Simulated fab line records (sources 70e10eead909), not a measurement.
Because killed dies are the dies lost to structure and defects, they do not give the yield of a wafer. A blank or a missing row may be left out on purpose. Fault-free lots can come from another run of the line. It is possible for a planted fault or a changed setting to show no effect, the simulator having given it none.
fab line records | flow nandHarc
[record] lots = 14 wafers = 42 lastDay = 34
route steps=1302 shown A_BLC@1119 A_M0@1147 END@1302
lots untouched by any fault: they come from a run of this same line in which no faults occurred
startH: the number of hours between the record's first day and the start of the first shown wafer of the lot | waitH: time in hours since the lot's previous step | " identical to the entry in the row above | L1.1+2: a row that stands for several wafers | - value missing, or start not given | * or withheld: withheld | < > ~ a bound
route shown NAME@n: names a module that has steps shown in the file, with the first one's number in the route | usual: mean and standard deviation over wafers with no fault | same: alike in all rows | chamber/n: place in a boat | sites: each site's reading | _std_site: the standard deviation of these | _edge_site: outer sites' mean less inner sites' | radiusMm: how far each site lies from the wafer's centre | mask NAME#n: copy n | behind: the most recent tool/chamber to have shaped the wafer | hold: why the lot went on hold/how many hours it stayed there/how the hold came to an end | device: whichever transistor did not switch (one of n, p or np) | end of line: tests of these same wafers at the route's end | a step without rows: its recipe alone | killed: the dies lost at the first sort to structure and to defects; this is not the yield of the wafer | map: per-die view of a wafer (x killed, . not killed, _ where there is no die)
set.NAME: the run value of the setting; set.NAME@STEP: its run value at that earlier step | model.NAME: the simulator's own value behind a step, which no gauge read
one table for each step of the route and one row for each wafer, over a sample of lots
services: the hour from which a tool's chamber was out of use, counted from the record's first day as startH (under 0 if before that day), plus the number of hours and why
[[steps]]
[step NHARC_A_BLC_INSPECT_12]
[usual] rawDefectCount = 95/33
// columns lot.wafer tool chamber startH waitH rawDefectCount
L935.2 defectInspect-02 - 532.35 0.0 69
L935.3 " - " " 71
L935.5 " - " " 71
L936.1 defectInspect-01 - 534.27 0.0 101
L936.2 " - " " 98
L936.5 " - " " 130
L938.1 defectInspect-02 - 540.21 0.0 56
L938.2 " - " " 82
L938.4 " - " " 70
L942.1 defectInspect-02 - 607.45 0.0 93
L942.5 " - " " 75
L942.6 " - " " 99
L941.1 defectInspect-01 - 611.91 0.0 76
L941.2 " - " " 97
L941.4 " - " " 107
L945.3 defectInspect-02 - 626.44 0.1 83
L945.4 " - " " 100
L945.5 " - " " 91
L946.1 defectInspect-01 - 631.39 0.0 82
L946.5 " - " " 91
L946.6 " - " " 95
L948.1 defectInspect-02 - 648.77 0.0 78
L948.4 " - " " 88
L948.6 " - " " 64
L949.2 defectInspect-01 - 655.91 0.0 55
L949.3 " - " " 65
L949.6 " - " " 68
L947.1 defectInspect-02 - 659.57 0.0 78
L947.4 " - " " 77
L947.6 " - " " 78
L950.1 defectInspect-02 - 682.70 0.0 149
L950.3 " - " " 151
L950.6 " - " " 138
L957.1 defectInspect-02 - 737.03 0.0 100
L957.2 " - " " 117
L957.5 " - " " 103
L956.1 defectInspect-01 - 744.65 0.0 110
L956.3 " - " " 128
L956.6 " - " " 131
L955.3 defectInspect-02 - 762.07 0.0 89
L955.4 " - " " 78
L955.6 " - " " 79
[step NHARC_A_BLC_PVD_32]
[recipe] targetThkA = 50 chamberPressurePa = 5 powerW = 5000 substrateTempC = 200 timeS = 17.7 material = Ti
[usual] cathodeDcPowerW = 5000.0/0.88 chamberPressurePa = 4.999/0.009 throttleValvePct = 29.5/1.1
// columns lot.wafer tool chamber startH waitH cathodeDcPowerW chamberPressurePa throttleValvePct
L935.3 pvdSputter-02 - 534.12 - 5000.9 4.971 28.1
L935.2 " - " " 5000.7 5.006 29.7
L935.5 " - " " 4999.8 4.977 27.8
L936.1 pvdSputter-02 - 536.04 - 4998.5 5.009 29.5
L936.2 " - " " 5000.5 5.011 29.6
L936.5 " - " " 4999.7 5.009 29.4
L938.4 pvdSputter-03 - 541.99 - 4999.3 4.988 28.3
L938.1 " - " " 4998.4 5.002 28.9
L938.2 " - " " 4999.4 4.998 28.0
L942.1 pvdSputter-02 - 609.27 - 4998.4 5.004 27.9
L942.5 " - " " 4999.6 4.997 31.4
L942.6 " - " " 4999.4 5.009 29.8
L941.4 pvdSputter-02 - 613.69 - 4999.9 4.987 28.0
L941.1 " - " " 5000.2 4.999 31.1
L941.2 " - " " 5000.0 4.995 29.5
L945.4 pvdSputter-01 - 628.38 - 4999.5 4.987 29.6
L945.3 " - " " 5000.9 4.994 29.8
L945.5 " - " " 5000.6 5.004 28.9
L946.1 pvdSputter-03 - 633.23 - 4998.3 4.997 28.9
L946.5 " - " " 4999.8 4.988 28.0
L946.6 " - " " 4998.6 4.983 28.7
L948.4 pvdSputter-01 - 650.52 - - - -
L948.1 " - " " - - -
L948.6 " - " " - - -
L949.2 pvdSputter-02 - 657.68 - - - -
L949.3 " - " " - - -
L949.6 " - " " - - -
L947.1 pvdSputter-02 - 661.34 - 5000.4 5.000 30.0
L947.4 " - " " 5001.1 5.002 29.2
L947.6 " - " " 5000.7 5.006 28.2
L950.3 pvdSputter-02 - 684.46 - 4999.6 5.011 30.1
L950.1 " - " " 5000.6 4.992 29.2
L950.6 " - " " 4999.3 5.005 28.1
L957.2 pvdSputter-03 - 738.97 - 5000.1 5.001 28.0
L957.1 " - " " 5000.2 4.994 29.4
L957.5 " - " " 4999.3 5.005 28.7
L956.3 pvdSputter-01 - 746.41 - 4998.7 4.998 29.7
L956.1 " - " " 4999.7 5.002 28.8
L956.6 " - " " 4999.7 4.995 29.5
L955.3 pvdSputter-02 - 763.94 - 5000.4 4.999 28.3
L955.4 " - " " 5000.5 5.002 32.0
L955.6 " - " " 5001.0 4.997 32.0
[step NHARC_A_BLC_CVD_24]
[recipe] targetThkA = 1500 tempC = 300 pressureTorr = 40 wf6FlowSccm = 40 h2FlowSccm = 1600 arFlowSccm = 1560 timeS = 434 material = W
[usual] heaterPowerW = 464/22 throttleValvePct = 7.7/0.32
// columns lot.wafer tool chamber startH waitH heaterPowerW throttleValvePct
L935.2 cvdW-01 1 - - 494 7.6
L935.3 " 1 " " 493 7.6
L935.5 " 0 " " 468 7.7
L936.1 cvdW-01 1 - - 488 7.3
L936.2 " 0 " " 481 7.7
L936.5 " 0 " " 470 7.7
L938.1 cvdW-01 1 - - 487 7.4
L938.2 " 0 " " 471 7.4
L938.4 " 0 " " 464 7.7
L942.1 cvdW-02 0 - - 465 8.1
L942.5 " 0 " " 474 8.1
L942.6 " 1 " " 435 7.6
L941.2 cvdW-02 1 - - 447 8.2
L941.1 " 0 " " 474 8.3
L941.4 " 1 " " 435 8.1
L945.3 cvdW-02 0 - - 473 7.9
L945.4 " 0 " " 480 8.0
L945.5 " 0 " " 465 8.3
L946.1 cvdW-01 1 - - 463 7.5
L946.5 " 1 " " 478 7.4
L946.6 " 1 " " 473 7.5
L948.1 cvdW-01 1 - - 463 7.5
L948.4 " 0 " " 471 7.7
L948.6 " 1 " " 469 7.6
L949.2 cvdW-01 1 - - 472 7.8
L949.3 " 0 " " 469 7.8
L949.6 " 1 " " 478 7.4
L947.1 cvdW-01 0 - - 473 7.5
L947.4 " 0 " " 475 7.3
L947.6 " 0 " " 472 7.7
L950.1 cvdW-01 0 - - 475 7.7
L950.3 " 0 " " 471 7.7
L950.6 " 0 " " 466 7.2
L957.1 cvdW-02 0 - - 482 8.3
L957.2 " 1 " " 410 8.0
L957.5 " 1 " " 412 7.5
L956.1 cvdW-01 1 - - 486 7.1
L956.3 " 1 " " 465 7.2
L956.6 " 1 " " 478 7.3
L955.3 cvdW-02 0 - - 480 8.3
L955.4 " 1 " " 403 7.9
L955.6 " 0 " " 489 8.3
[step NHARC_A_M0_CD_MEAS_09]
[recipe] targetCdNm = 80 landingEnergyEv = 500
[usual] cdNm = 80.0/0.67
// columns lot.wafer tool chamber startH waitH cdNm
L935.2 cdSem-02 0 536.17 - 80.7
L935.3 " 0 " " 80.9
L935.5 " 0 " " 80.6
L936.1 cdSem-03 0 538.23 - 78.7
L936.2 " 0 " " 79.0
L936.5 " 0 " " 79.2
L938.1 cdSem-01 0 544.15 - 80.9
L938.2 " 0 " " 81.3
L938.4 " 0 " " 80.1
L942.1 cdSem-02 0 611.40 - 79.5
L942.5 " 0 " " 80.9
L942.6 " 0 " " 80.2
L941.1 cdSem-01 0 615.83 - 79.7
L941.2 " 0 " " 81.2
L941.4 " 0 " " 80.0
L945.3 cdSem-02 0 630.97 - 80.3
L945.4 " 0 " " 81.4
L945.5 " 0 " " 80.6
L946.1 cdSem-01 0 635.77 - 79.3
L946.5 " 0 " " 79.1
L946.6 " 0 " " 78.7
L948.1 cdSem-03 0 652.71 - 79.4
L948.4 " 0 " " 81.4
L948.6 " 0 " " 80.8
L949.2 cdSem-01 0 659.82 - 79.1
L949.3 " 0 " " 79.2
L949.6 " 0 " " 79.4
L947.1 cdSem-02 0 663.57 - 79.6
L947.4 " 0 " " 80.0
L947.6 " 0 " " 80.1
L950.1 cdSem-03 0 686.61 - 80.1
L950.3 " 0 " " 79.0
L950.6 " 0 " " 80.0
L957.1 cdSem-02 0 741.16 - 79.4
L957.2 " 0 " " 80.0
L957.5 " 0 " " 79.6
L956.1 cdSem-01 0 748.59 - 79.6
L956.3 " 0 " " 80.0
L956.6 " 0 " " 79.7
L955.3 cdSem-01 0 766.13 - 79.2
L955.4 " 0 " " 79.5
L955.6 " 0 " " 80.0
[step NHARC_END_SORT_01]
[recipe] tempC = 25
[usual] killedAtArray = 41/10 killedAtOther = 0.8/0.91 killedAtPeriphery = 4.2/2.9 killedDies = 46/10 killedOpen = 3.5/2.1 killedShort = 2.5/1.6
[same] grossDies = 677
// columns lot.wafer tool chamber startH waitH killedAtArray killedAtOther killedAtPeriphery killedDies killedOpen killedShort
L948.1 prober-01 0 692.74 2.5 245 0 5 250 1 2
L948.4 prober-01 0 695.11 3.4 269 0 9 278 3 2
L948.6 prober-01 0 696.69 4.0 261 1 7 269 1 3
L949.2 prober-02 0 701.31 2.8 272 0 2 274 6 1
L949.3 prober-02 0 702.12 3.1 261 0 0 261 6 3
L949.6 prober-02 0 704.56 4.1 252 1 2 255 4 3
// killed by level:class
L948.1 A_BLC:areaPvd=213 A_CHANNEL_HOLE_D1:chamberFilmFlake=13 A_CHANNEL_HOLE_D2:chamberFilmFlake=10 P_GATE:chamberFilmFlake=5 A_DECK1_JOINT:geometricParticle:short=1 A_SGD_CUT:geometricParticle:short=1 A_M0:geometricParticle:open=1 A_CHANNEL_FILL_D2:chamberFilmFlake=1
L948.4 A_BLC:areaPvd=223 A_CHANNEL_HOLE_D1:chamberFilmFlake=20 A_CHANNEL_HOLE_D2:chamberFilmFlake=15 P_GATE:chamberFilmFlake=7 A_STAIRCASE:chamberFilmFlake=2 A_BLC:chamberFilmFlake=2 P_M0:geometricParticle:open=1 P_M1:geometricParticle:open=1
L948.6 A_BLC:areaPvd=229 A_CHANNEL_HOLE_D1:chamberFilmFlake=16 P_GATE:chamberFilmFlake=6 A_CHANNEL_HOLE_D2:chamberFilmFlake=5 A_ZERO_WELL:chamberFilmFlake=2 A_STAIRCASE:chamberFilmFlake=2 A_BLC:chamberFilmFlake=2 P_STI:geometricParticle:short=1
L949.2 A_BLC:areaPvd=234 A_CHANNEL_HOLE_D2:chamberFilmFlake=14 A_CONTACT:chamberFilmFlake=6 A_DECK1_JOINT:chamberFilmFlake=4 A_CHANNEL_FILL_D2:chamberFilmFlake=2 A_STAIRCASE:chamberFilmFlake=2 A_SLIT:chamberFilmFlake=2 P_GATE:geometricParticle:open=1
L949.3 A_BLC:areaPvd=217 A_CHANNEL_HOLE_D2:chamberFilmFlake=12 A_CONTACT:chamberFilmFlake=7 A_SLIT:chamberFilmFlake=6 A_DECK1_JOINT:chamberFilmFlake=3 A_SOURCE_PLATE:geometricParticle:open=2 A_M0:geometricParticle:short=2 A_CHANNEL_HOLE_D1:chamberFilmFlake=2
L949.6 A_BLC:areaPvd=218 A_CONTACT:chamberFilmFlake=9 A_CHANNEL_HOLE_D2:chamberFilmFlake=8 A_CHANNEL_HOLE_D1:chamberFilmFlake=3 A_STAIRCASE:chamberFilmFlake=3 A_CHANNEL_FILL_D2:geometricParticle:open=2 A_CHANNEL_FILL_D1:chamberFilmFlake=2 A_DECK1_JOINT:chamberFilmFlake=2
[[services]]
// columns tool chamber startH hours kind
pvdSputter-03 - 526.00 10.0 pm
cvdW-01 - 547.29 13.0 pm
cvdW-01 0 547.29 13.0 ventCycle
cvdW-01 1 547.29 13.0 ventCycle
cvdW-01 0 560.29 - clean
cvdW-01 1 560.29 - clean
pvdSputter-03 - 561.61 0.8 repair
pvdSputter-01 - 582.05 10.0 pm
cvdW-01 0 593.70 21.6 repair
pvdSputter-03 - 613.25 3.9 repair
pvdSputter-01 - 613.37 1.2 repair
cvdW-01 0 621.47 16.0 repair
cvdW-02 - 631.71 13.0 pm
pvdSputter-03 - 646.89 3.6 repair
pvdSputter-03 - 676.24 2.2 repair
cvdW-02 - 691.48 0.7 repair
pvdSputter-03 - 704.06 10.0 pm
cvdW-01 - 728.29 13.0 pm
cvdW-01 0 728.29 13.0 ventCycle
cvdW-01 1 728.29 13.0 ventCycle
pvdSputter-01 - 736.70 0.9 repair
cvdW-01 0 741.29 - clean
cvdW-02 - 741.46 1.9 repair
pvdSputter-01 - 760.05 10.0 pm
[[key]]
[firstSign] step = NHARC_A_BLC_PVD_32 reading = toolRecord direction = missing
[effect] step = NHARC_END_SORT_01 reading = killedDies direction = up sigmas = 22 usual = 46 struck = 264
[moreKillsBornAt] NHARC_A_BLC_PVD_32@pvdSputter-02 = 669 NHARC_A_BLC_PVD_32@pvdSputter-01 = 665
metAt NHARC_A_BLC_PVD_32
struckLots L948,L949
testerLeftOut L948,L949
notActingAt NHARC_A_BLC_INSPECT_12,NHARC_A_BLC_CVD_24,NHARC_A_M0_CD_MEAS_09
onsetBetween 628.38 650.52
[fault] kind = skippedStepWhole tool = pvdSputter-01,pvdSputter-02 chamber = - onsetH = 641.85 steps = NHARC_A_BLC_PVD_32 scope = struckLotsOnly
// testerLeftOut: of these lots the tester's yield and bins aren't shown, on N5 and GAA mostly nor the transistor test; their killed dies are dies lost to structure and defects alone, not to doping, threshold or leakage, so they don't give the yield
